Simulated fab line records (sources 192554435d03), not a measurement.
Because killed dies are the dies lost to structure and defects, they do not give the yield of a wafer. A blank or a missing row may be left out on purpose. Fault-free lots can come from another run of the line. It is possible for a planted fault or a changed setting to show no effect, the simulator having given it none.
Split-lot study + flow n5Finfet + 21 wafers read from 7 lots, route of 1938 steps

THE SPLIT ITSELF
At N5_BEOL_M10_HM_DEP_02 (deposits TiN, target thk 20 nm), the setting targetThkA was moved away from the recipe's 200 angstrom on 9 of the 21 wafers read, by -13.3% to +11.3%. This setting was run at the recipe's value on the other wafers.

FROM THE SPLIT TO THE READING: what the file shows between them, 8 steps
- N5_BEOL_M10_COAT_59: time 60 s, resist thk 100 nm
- N5_BEOL_M10_COAT_60: time 60 s, resist thk 30 nm
- N5_BEOL_M10_STRIP_68: strips in N2/H2
- N5_BEOL_M10_STRIP_67: strips in CF4
- N5_BEOL_M10_HM_OPEN_17: chemistry Cl2/BCl3, target TiN, target depth 20 nm, overetch 6 nm
- N5_BEOL_M10_STRIP_19: strips in O2
- N5_BEOL_M10_STRIP_73: strips in C4F6/O2
- N5_BEOL_M10_STRIP_36: strips in N2/H2

THE READING
TiN_of_BEOL_M10_HM_DEP_02.thkNm (the simulator's own value, which no gauge read), in nm, at N5_BEOL_M10_TRENCH_ETCH_37 (etches SiCOH lowk in C4F6/O2, target depth 148.83 nm, time 48 s). The file does not state a usual value for it. Here, 12 wafers ran the recipe; their average is 16.0 nm with a standard deviation of 0.16 nm.

| wafer  | tool, chamber at the split | targetThkA as run, angstrom | against the recipe | TiN_of_BEOL_M10_HM_DEP_02.thkNm, nm | against lot-mates on the recipe |
|--------|----------------------------|-----------------------------|--------------------|-------------------------------------|---------------------------------|
| L083.2 | pvdSputter-02, -           | 200                         | recipe             | 16                                  | -                               |
| L083.5 | pvdSputter-02, -           | 200                         | recipe             | 16                                  | -                               |
| L083.6 | pvdSputter-02, -           | 178.6                       | -10.7%             | 13.8                                | -2.2                            |
| L084.2 | pvdSputter-03, -           | 207                         | +3.5%              | 16.6                                | +0.6                            |
| L084.4 | pvdSputter-03, -           | 200                         | recipe             | 16                                  | -                               |
| L084.5 | pvdSputter-03, -           | 207                         | +3.5%              | 16.8                                | +0.8                            |
| L086.1 | pvdSputter-02, -           | 200                         | recipe             | 16.2                                | -                               |
| L086.4 | pvdSputter-02, -           | 200                         | recipe             | 16                                  | -                               |
| L086.6 | pvdSputter-02, -           | 200                         | recipe             | 15.8                                | -                               |
| L089.1 | pvdSputter-01, -           | 215.5                       | +7.7%              | 17.6                                | +1.6                            |
| L089.4 | pvdSputter-01, -           | 200                         | recipe             | 16                                  | -                               |
| L089.5 | pvdSputter-01, -           | 200                         | recipe             | 16                                  | -                               |
| L091.1 | pvdSputter-02, -           | 219.2                       | +9.6%              | 18.4                                | +2.2                            |
| L091.2 | pvdSputter-02, -           | 219.2                       | +9.6%              | 18.2                                | +2.0                            |
| L091.3 | pvdSputter-02, -           | 200                         | recipe             | 16.2                                | -                               |
| L093.1 | pvdSputter-01, -           | 200                         | recipe             | 15.8                                | -                               |
| L093.4 | pvdSputter-01, -           | 173.4                       | -13.3%             | 13                                  | -2.7                            |
| L093.6 | pvdSputter-01, -           | 200                         | recipe             | 15.6                                | -                               |
| L096.4 | pvdSputter-02, -           | 222.5                       | +11.3%             | 18.2                                | +2.2                            |
| L096.6 | pvdSputter-02, -           | 222.5                       | +11.3%             | 18.2                                | +2.2                            |
| L096.5 | pvdSputter-02, -           | 200                         | recipe             | 16                                  | -                               |

THE FIT
A straight line over all 21 wafers: TiN_of_BEOL_M10_HM_DEP_02.thkNm changes by +0.216 nm for each +1% of targetThkA; r = +0.99; the points scatter about the line by 0.18 nm.
The same after taking each lot's own level away (the mean of its wafers on the recipe; 21 wafers): +0.205 nm for each +1%; r = +1.00; scatter 0.1 nm.
Per that fit: largest targetThkA move, reading shift of 2.7 nm.
Measured against the standard deviation above, the lots' own levels, which go from 15.70 to 16.20 nm, span 3.1 times it.
The two slopes agree, so the slope changes little with the lot-to-lot level.
Check: -2.73 nm against its lot-mates is what the line predicts for one of the wafers moved furthest among these (-13.3%) when that wafer is left out of the fit. Against them it came out at -2.7 nm.

ADDITIONAL SPLITS CARRIED BY THESE WAFERS
Note: prior to the reading, these wafers also went through further splits. Each is held against what the fit with the lots' levels taken away leaves over:
| other split on the same wafers | wafers away from the commonest value | r with TiN_of_BEOL_M10_HM_DEP_02.thkNm (lot level and that fit taken away) |
|--------------------------------|--------------------------------------|----------------------------------------------------------------------------|
| N5_BEOL_M9_DEP_56 timeS        | 6                                    | -0.13                                                                      |

THE WHOLE CHAIN: every reading that the file lists as answering this split, in the file's order
| step                       | what it does                                                      | reading                                                                          | change (the file's fit)               | r (the file's) |
|----------------------------|-------------------------------------------------------------------|----------------------------------------------------------------------------------|---------------------------------------|----------------|
| N5_BEOL_M10_HM_DEP_02      | deposits TiN, target thk 20 nm                                    | TiN_of_BEOL_M10_HM_DEP_02.thkNm (the simulator's own value, which no gauge read) | +0.206 nm for each +1% of the setting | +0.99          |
| N5_BEOL_M10_HM_OPEN_17     | chemistry Cl2/BCl3, target TiN, target depth 20 nm, overetch 6 nm | etch.depthNm (the simulator's own value, which no gauge read)                    | +0.207 nm for each +1% of the setting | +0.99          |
| N5_BEOL_M10_TRENCH_ETCH_37 | etches SiCOH lowk in C4F6/O2, target depth 148.83 nm, time 48 s   | TiN_of_BEOL_M10_HM_DEP_02.thkNm (the simulator's own value, which no gauge read) | +0.205 nm for each +1% of the setting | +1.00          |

THE FILE'S OWN FIT
TiN_of_BEOL_M10_HM_DEP_02.thkNm changes by +0.205 nm for each +1% of targetThkA, r = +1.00.
